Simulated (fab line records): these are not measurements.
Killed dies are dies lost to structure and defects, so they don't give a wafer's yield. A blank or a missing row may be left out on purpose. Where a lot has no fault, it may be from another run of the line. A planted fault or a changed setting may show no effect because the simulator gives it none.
Matching of chambers	flow n5-finfet	N5_HKMG_FIN_ALD_71 on ald-metal-03 has 4 sister chambers
The step deposits TiN, target thk 1 nm, pulse time 1 s, purge time 3 s. 4 wafers are shown with their chamber, then 7 later ones without.

== EACH WAFER AND ITS CHAMBER ==
wafer	chamber	heater-power-w (W)
L085.1	2	939
L086.6	0	697
L087.2	3	794
L087.3	1	1082

== WAFERS MISSING THEIR CHAMBER ==
wafer	heater-power-w (W)
L087.4	942
L093.2	725
L093.4	1086
L093.6	1074
L094.2	725
L094.3	1071
L094.5	776

== WHICH CHAMBER EACH ONE RAN IN ==
wafer	from the rows above	in truth
L087.4	2	2
L093.2	0	0
L093.4	1	1
L093.6	1	1
L094.2	0	0
L094.3	1	1
L094.5	3	3
Placed correctly: 7 of 7. Not placeable from these rows: 0. Wrongly placed: 0.
How it was worked out, from the rows above alone: a wafer's distance from a chamber is the root of the sum, over the readings, of the square of ((its reading less the chamber's mean) divided by the reading's scatter). The wafer belongs to the nearest chamber; if the next one is less than 2 further off, it can't be placed. Each chamber's mean is taken over the wafers shown for it. The scatter: root of mean squared gap, hidden wafer to nearest shown wafer, with one shown wafer a chamber.
